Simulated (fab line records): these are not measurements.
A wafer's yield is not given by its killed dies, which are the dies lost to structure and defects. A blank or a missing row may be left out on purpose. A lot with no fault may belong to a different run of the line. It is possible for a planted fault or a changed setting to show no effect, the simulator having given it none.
Problem report in the 8D (eight disciplines) form, filled by code -- flow n5-finfet -- the parts of the form that need people (team, actions taken, sign-off) are left out

1. THE ISSUE
Across 3 wafers from 2 lots, IOFF_P_LIN at N5_BEOL_M4_RC_MEAS_101 averages 2.109 nA/um, while fault-free wafers read 0.098 nA/um with a standard deviation of 0.013. So: +99 or more standard deviations from the usual mean.
First seen on wafer L364.5, day 12 17:22, on prober-01. The record holds 27 wafers of 9 lots with a number at this step. Rule for "out", or "out of limits": more than 4 standard deviations from the usual mean. The other wafers with a number count as sound.

2. WHAT IT IS AND WHAT IT IS NOT
question,is,is not
which readings at this step,"IOFF_P_LIN, EOT_P, IGATE_P, IOFF_N, IOFF_N_85C, IOFF_N_LIN, IOFF_N_LONG, IOFF_P, IOFF_P_85C, IOFF_P_LONG, ION_N, ION_P, VT_N, VT_N_LONG, VT_N_LVT, VT_P, VT_P_LONG, VT_P_LVT","DIBL_N, DIBL_P, SS_N, SS_P"
which lots,"L364, L366","L346, L348, L350, L354, L356, L357, L358"
which wafers of those lots,"L364.5, L366.1, L366.5","L364.2, L364.3, L366.4"
read on which gauges,prober-01,prober-02
when,from day 12 17:22,up to then (23 sound wafers); but 1 sound wafer of L366 came after

3. WHAT RULES OUT EACH SUSPECT
Counting: if a tool at a process step up to the reading ran every lot that is out, it stays a suspect. Sound lots after the first of them don't rule it out here, since some wafers of a struck lot are sound.
- the gauge at N5_BEOL_M4_RC_MEAS_101: kept. All the wafers that are out were read on prober-01, and no step on other tools shows them out.
- thermal-cvd-si-02 at N5_HKMG_FIN_CVD_62 (deposits a-Si from Si2H6, target thk 3 nm, time 20.8 s): kept. Every lot that is out went through it, the first being L364 (day 8 21:18); the last sound lot it ran before that was L358 (day 7 09:01).
The count leaves prober-01 at N5_BEOL_M4_RC_MEAS_101 and thermal-cvd-si-02 at N5_HKMG_FIN_CVD_62.

4. THE CAUSE (what the simulator had put in)
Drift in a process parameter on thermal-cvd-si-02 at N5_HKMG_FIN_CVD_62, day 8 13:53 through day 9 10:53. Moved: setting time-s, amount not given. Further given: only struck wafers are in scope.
2 suspects survive the count, and this tool is in that group.

5. THE CHAIN OF EFFECTS, in route order
Each row: a reading whose mean over the struck wafers that have a number lies more than 3 standard deviations from the usual. Readings are gone through only where the record gives a usual standard deviation; hours: the median, over the lots, of the time from a lot's start at the first step in this table giving one to that lot's start at this step; sigmas: the change measured in usual standard deviations.
hours,step,reading,usual,on struck wafers,change,sigmas
0,N5_BEOL_M4_RC_MEAS_101,EOT_P,10.50,10.96,+0.46,+4.9
0,N5_BEOL_M4_RC_MEAS_101,IGATE_P,0.0035 nA/um,0.0006,-0.0029,-6.6
0,N5_BEOL_M4_RC_MEAS_101,IOFF_N,0.16 nA/um,0.00,-0.16,-4.6
0,N5_BEOL_M4_RC_MEAS_101,IOFF_N_85C,3.0 nA/um,0.0,-3.0,-5.3
0,N5_BEOL_M4_RC_MEAS_101,IOFF_N_LIN,0.072 nA/um,0.000,-0.072,-5.5
0,N5_BEOL_M4_RC_MEAS_101,IOFF_N_LONG,5.42e-05 nA/um,3.27e-05,-2.15e-05,-7.7
0,N5_BEOL_M4_RC_MEAS_101,IOFF_P,0.21 nA/um,4.35,+4.14,+99 or more
0,N5_BEOL_M4_RC_MEAS_101,IOFF_P_85C,3.6 nA/um,46.0,+42.4,+81
0,N5_BEOL_M4_RC_MEAS_101,IOFF_P_LIN,0.098 nA/um,2.109,+2.011,+99 or more
0,N5_BEOL_M4_RC_MEAS_101,IOFF_P_LONG,0.000101 nA/um,0.000793,+0.000692,+84
0,N5_BEOL_M4_RC_MEAS_101,ION_N,673 uA/um,221,-452,-35
0,N5_BEOL_M4_RC_MEAS_101,ION_P,461 uA/um,572,+111,+15
0,N5_BEOL_M4_RC_MEAS_101,VT_N,250 mV,465,+215,+54
0,N5_BEOL_M4_RC_MEAS_101,VT_N_LONG,275.5 mV,489.1,+213.6,+97
0,N5_BEOL_M4_RC_MEAS_101,VT_N_LVT,99 mV,316,+217,+54
0,N5_BEOL_M4_RC_MEAS_101,VT_P,-250.9 mV,-164.8,+86.1,+30
0,N5_BEOL_M4_RC_MEAS_101,VT_P_LONG,-276.3 mV,-212.1,+64.2,+26
0,N5_BEOL_M4_RC_MEAS_101,VT_P_LVT,-99.7 mV,-13.9,+85.8,+31
112,N5_PASSIVATION_PROBE_49,sort_bin_4_leakage,0.00 %,93.45,+93.45,+99 or more
112,N5_PASSIVATION_PROBE_49,sort-n-pass,1077,0,-1077,-63
112,N5_PASSIVATION_PROBE_49,sort-yield-pct,91.2 %,0.0,-91.2,-65
Process steps it contains:
- N5_PASSIVATION_PROBE_49

6. WHAT WOULD HAVE CAUGHT IT SOONER
In this record the first reading out of limits at a measuring or inspecting step was taken at day 12 17:22, 99 hours after the fault began at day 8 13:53.
No tool reading at N5_HKMG_FIN_CVD_62 that has a usual standard deviation in the record was out on any struck wafer, so an alarm limit of 4 standard deviations on those readings would not have fired.
The start of N5_HKMG_FIN_CVD_62 on thermal-cvd-si-02 came by day 12 17:22 for every one of the lots that are out (2). Tool hold at that time: it would have spared none of them.
